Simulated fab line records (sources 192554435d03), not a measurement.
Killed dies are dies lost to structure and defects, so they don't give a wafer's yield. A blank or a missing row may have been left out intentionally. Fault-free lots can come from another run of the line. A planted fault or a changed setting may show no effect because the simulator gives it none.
Chamber matching | flow n5 finfet | 4 sister chambers for N5_PMOS_HMC_CHANNEL_EPI_ETCH_32 on rie diel-03
The step etches BARC in N2/H2, stops on SiO2, target depth 85.8 nm, time 50.3 s. 7 wafers are shown with their chamber, then 7 later ones without.

== WAFERS, EACH WITH ITS CHAMBER ==
wafer  | chamber | showerhead plenum p Torr (Torr) | drypump motor current A (A)
L080.6 | 1       | 2.55                            | 5.7
L090.4 | 0       | 2.69                            | 5.9
L092.1 | 2       | 2.43                            | 5.6
L092.2 | 3       | 2.65                            | 5.5
L092.5 | 3       | 2.65                            | 5.5
L094.1 | 0       | 2.68                            | 5.9
L094.4 | 2       | 2.43                            | 5.7

== WAFERS WITH NO CHAMBER GIVEN ==
wafer  | showerhead plenum p Torr (Torr) | drypump motor current A (A)
L094.5 | 2.54                            | 5.7
L096.1 | 2.43                            | 5.7
L096.2 | 2.54                            | 5.7
L096.3 | 2.68                            | 5.9
L097.4 | 2.68                            | 5.9
L097.5 | 2.68                            | 5.9
L097.6 | 2.53                            | 5.8

== CHAMBER TAKEN BY EACH ==
wafer  | from the rows above | in truth
L094.5 | 1                   | 1
L096.1 | 2                   | 2
L096.2 | 1                   | 1
L096.3 | 0                   | 0
L097.4 | 0                   | 0
L097.5 | 0                   | 0
L097.6 | 1                   | 1
Correctly placed: 7 of 7. From these rows, 0 cannot be placed. 0 placed wrongly.
How it was worked out, from the rows above alone: a wafer's distance from a chamber is the root of the sum, over the readings, of the square of ((its reading less the chamber's mean) divided by the reading's scatter). If the next closest chamber is less than 2 further off than the closest, the wafer can't be placed; otherwise it belongs to the closest. For every chamber, the mean is computed from those of its wafers that are shown. The scatter: take each reading less its chamber's mean, square it, sum over the shown wafers, divide by the number of wafers less the number of chambers, and take the root.
